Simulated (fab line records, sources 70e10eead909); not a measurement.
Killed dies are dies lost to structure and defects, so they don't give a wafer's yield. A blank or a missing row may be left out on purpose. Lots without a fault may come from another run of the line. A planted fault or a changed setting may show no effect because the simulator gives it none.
A struck lot beside a sound one | flow nand_harc | 14 steps out of a route of 1302
Sound: wafers L369.1, L369.2, L369.4. Struck: wafers L378.3, L378.4, L378.5. The cause comes at the end.
At each step with rows: each side's tool, then ch and its chambers, then its first start. Under that, the readings that differ: sound wafers | struck wafers | difference of the means | sigmas: that difference in standard deviations of wafers without a fault.
alike: readings whose means differ by less than 2 such deviations, and words and numbers that are the same on both sides. not compared: withheld readings, readings that some wafer has no value for, bounds like >300 that may hide the same value, and numbers for which the record gives no deviation and whose values overlap.
The two part at a step that has a row with sigmas, a row that says differs or no value, or rows on one side only. Numbers that don't overlap but have no deviation are shown without sigmas and don't part them. A reading that every wafer of one side lacks parts them only if that side has two wafers or more.

first, 2 steps without rows for these wafers: NHARC_A_DECK1_JOINT_ETCH_11 (etches SiO2 in dHF, target depth 35 nm); NHARC_A_DECK1_JOINT_CVD_12 (deposits poly-Si, target thk 90 nm, time 1800 s).
NHARC_A_DECK1_JOINT_CMP_13: polishes, target thk 51.023 nm.
  sound on cmp-01 ch 0,1,2, day 12 16:19; struck on cmp-02 ch 0,3, day 15 18:14
  reading             | sound          | struck        | difference | sigmas
  motor_current_A (A) | 13.7 14.0 13.6 | 11.2 9.7 11.5 | -3.0       | -3
  alike: time_to_endpoint_s
NHARC_A_DECK1_JOINT_THK_MEAS_14: measures by ellipsometry.
  sound on film_metro-02, day 12 16:34; struck on film_metro-02, day 15 18:30
  alike: thk_nm
then, 1 step without rows for these wafers: NHARC_A_DECK1_JOINT_SRD_04.
NHARC_A_DECK1_JOINT_ETCHBACK_00: etches the open film in HBr, target depth 30 nm, time 17.4 s.
  sound on rie_si-01 ch 0,1,2, day 12 16:43; struck on rie_si-03 ch 0,1,3, day 15 18:39
  alike: drypump_motor_current_A, oes_product_au, throttle_valve_pct
  not compared: rf_hours_counter_h
then, 6 steps without rows for these wafers: NHARC_A_DECK1_JOINT_PRECLEAN_30 (cleans in SC1); NHARC_A_DECK1_JOINT_SRD_31; NHARC_A_DECK1_JOINT_CVD_34 (deposits SiNx, target thk 20 nm); NHARC_A_DECK1_JOINT_DEP_06 (deposits SiOx, target thk 80 nm); NHARC_A_DECK1_JOINT_CURE_26 (time 32 s); NHARC_A_DECK1_JOINT_ANNEAL_27 (time 3600 s).
NHARC_A_DECK1_JOINT_ANNEAL_28: time 1800 s.
  sound on furnace-06 ch 0, day 13 06:31; struck on furnace-08, day 16 10:15
  no value came back on the struck wafers for densification_p_h2o_torr (Torr), ramp_up_c_per_min, spike_tc_centre_C (C); on the sound wafers densification_p_h2o_torr (Torr) reads 638.7 638.6 639.7
then, 1 step without rows for these wafers: NHARC_A_DECK1_JOINT_ANNEAL_29 (time 1800 s).

WHERE THEY PART
First at NHARC_A_DECK1_JOINT_CMP_13; last, within this record, at NHARC_A_DECK1_JOINT_ANNEAL_28.

WHY: what the simulator had put in
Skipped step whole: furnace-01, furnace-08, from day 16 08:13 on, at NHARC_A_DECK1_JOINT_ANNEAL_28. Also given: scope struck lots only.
